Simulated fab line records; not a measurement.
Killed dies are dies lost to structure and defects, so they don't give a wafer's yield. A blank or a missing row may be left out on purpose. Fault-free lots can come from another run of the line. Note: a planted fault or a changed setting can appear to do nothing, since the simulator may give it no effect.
Split-lot study || flow n5-finfet || 7 lots, 21 wafers read, on a route of 1938 steps

== ON THE SPLIT ==
At N5_DUMMY_GATE_CVD_03 (deposits a-Si from SiH4, target thk 150 nm, time 8042 s), the setting temp-c was moved away from the recipe's 530 C on 12 of the 21 wafers read, by -4.4% to +4.2%. This setting was run at the recipe's value on the other wafers.

The reading is taken at the split's own step.

== THE READING ==
a-Si_of_DUMMY_GATE_CVD_03.thk-nm (the simulator's own value, which no gauge read), in nm, at N5_DUMMY_GATE_CVD_03 (deposits a-Si from SiH4, target thk 150 nm, time 8042 s). There is no usual value for it anywhere in the file. The 9 wafers here that ran the recipe average 150.7 nm, standard deviation 0.58 nm.

{"wafer": "L075.1", "tool, chamber at the split": "-, -", "temp-c as run, C": 541.7, "against the recipe": "+2.2%", "a-Si_of_DUMMY_GATE_CVD_03.thk-nm, nm": 208.2, "against lot-mates on the recipe": "no lot-mate on the recipe"}
{"wafer": "L075.4", "tool, chamber at the split": "-, -", "temp-c as run, C": 541.7, "against the recipe": "+2.2%", "a-Si_of_DUMMY_GATE_CVD_03.thk-nm, nm": 208.6, "against lot-mates on the recipe": "no lot-mate on the recipe"}
{"wafer": "L075.5", "tool, chamber at the split": "-, -", "temp-c as run, C": 541.7, "against the recipe": "+2.2%", "a-Si_of_DUMMY_GATE_CVD_03.thk-nm, nm": 208.4, "against lot-mates on the recipe": "no lot-mate on the recipe"}
{"wafer": "L079.4", "tool, chamber at the split": "-, -", "temp-c as run, C": 522.6, "against the recipe": "-1.4%", "a-Si_of_DUMMY_GATE_CVD_03.thk-nm, nm": 120.6, "against lot-mates on the recipe": "no lot-mate on the recipe"}
{"wafer": "L079.5", "tool, chamber at the split": "-, -", "temp-c as run, C": 522.6, "against the recipe": "-1.4%", "a-Si_of_DUMMY_GATE_CVD_03.thk-nm, nm": 120, "against lot-mates on the recipe": "no lot-mate on the recipe"}
{"wafer": "L079.6", "tool, chamber at the split": "-, -", "temp-c as run, C": 522.6, "against the recipe": "-1.4%", "a-Si_of_DUMMY_GATE_CVD_03.thk-nm, nm": 120.2, "against lot-mates on the recipe": "no lot-mate on the recipe"}
{"wafer": "L085.2", "tool, chamber at the split": "-, -", "temp-c as run, C": 530, "against the recipe": "recipe", "a-Si_of_DUMMY_GATE_CVD_03.thk-nm, nm": 149.8, "against lot-mates on the recipe": "-"}
{"wafer": "L085.3", "tool, chamber at the split": "-, -", "temp-c as run, C": 530, "against the recipe": "recipe", "a-Si_of_DUMMY_GATE_CVD_03.thk-nm, nm": 151.4, "against lot-mates on the recipe": "-"}
{"wafer": "L085.6", "tool, chamber at the split": "-, -", "temp-c as run, C": 530, "against the recipe": "recipe", "a-Si_of_DUMMY_GATE_CVD_03.thk-nm, nm": 151, "against lot-mates on the recipe": "-"}
{"wafer": "L092.2", "tool, chamber at the split": "-, -", "temp-c as run, C": 530, "against the recipe": "recipe", "a-Si_of_DUMMY_GATE_CVD_03.thk-nm, nm": 150.8, "against lot-mates on the recipe": "-"}
{"wafer": "L092.3", "tool, chamber at the split": "-, -", "temp-c as run, C": 530, "against the recipe": "recipe", "a-Si_of_DUMMY_GATE_CVD_03.thk-nm, nm": 149.8, "against lot-mates on the recipe": "-"}
{"wafer": "L092.4", "tool, chamber at the split": "-, -", "temp-c as run, C": 530, "against the recipe": "recipe", "a-Si_of_DUMMY_GATE_CVD_03.thk-nm, nm": 150.6, "against lot-mates on the recipe": "-"}
{"wafer": "L093.4", "tool, chamber at the split": "-, -", "temp-c as run, C": 552.5, "against the recipe": "+4.2%", "a-Si_of_DUMMY_GATE_CVD_03.thk-nm, nm": 277.2, "against lot-mates on the recipe": "no lot-mate on the recipe"}
{"wafer": "L093.5", "tool, chamber at the split": "-, -", "temp-c as run, C": 552.5, "against the recipe": "+4.2%", "a-Si_of_DUMMY_GATE_CVD_03.thk-nm, nm": 278.8, "against lot-mates on the recipe": "no lot-mate on the recipe"}
{"wafer": "L093.6", "tool, chamber at the split": "-, -", "temp-c as run, C": 552.5, "against the recipe": "+4.2%", "a-Si_of_DUMMY_GATE_CVD_03.thk-nm, nm": 279.2, "against lot-mates on the recipe": "no lot-mate on the recipe"}
{"wafer": "L095.1", "tool, chamber at the split": "lpcvd-02, 0/40", "temp-c as run, C": 530, "against the recipe": "recipe", "a-Si_of_DUMMY_GATE_CVD_03.thk-nm, nm": 150.6, "against lot-mates on the recipe": "-"}
{"wafer": "L095.4", "tool, chamber at the split": "lpcvd-02, 0/54", "temp-c as run, C": 530, "against the recipe": "recipe", "a-Si_of_DUMMY_GATE_CVD_03.thk-nm, nm": 151.6, "against lot-mates on the recipe": "-"}
{"wafer": "L095.5", "tool, chamber at the split": "lpcvd-02, 0/59", "temp-c as run, C": 530, "against the recipe": "recipe", "a-Si_of_DUMMY_GATE_CVD_03.thk-nm, nm": 150.8, "against lot-mates on the recipe": "-"}
{"wafer": "L097.2", "tool, chamber at the split": "-, -", "temp-c as run, C": 506.9, "against the recipe": "-4.4%", "a-Si_of_DUMMY_GATE_CVD_03.thk-nm, nm": 75.8, "against lot-mates on the recipe": "no lot-mate on the recipe"}
{"wafer": "L097.3", "tool, chamber at the split": "-, -", "temp-c as run, C": 506.9, "against the recipe": "-4.4%", "a-Si_of_DUMMY_GATE_CVD_03.thk-nm, nm": 75.4, "against lot-mates on the recipe": "no lot-mate on the recipe"}
{"wafer": "L097.5", "tool, chamber at the split": "-, -", "temp-c as run, C": 506.9, "against the recipe": "-4.4%", "a-Si_of_DUMMY_GATE_CVD_03.thk-nm, nm": 74.4, "against lot-mates on the recipe": "no lot-mate on the recipe"}

FIT RESULTS
A straight line over all 21 wafers: a-Si_of_DUMMY_GATE_CVD_03.thk-nm changes by +23.6 nm for each +1% of temp-c; r = +0.98; the points scatter about the line by 12 nm.
Too few moved wafers with a lot-mate on the recipe to fit a line net of each lot's own level.

== THE FILE'S OWN FIT ==
a-Si_of_DUMMY_GATE_CVD_03.thk-nm changes by +23.6 nm for each +1% of temp-c, r = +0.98.
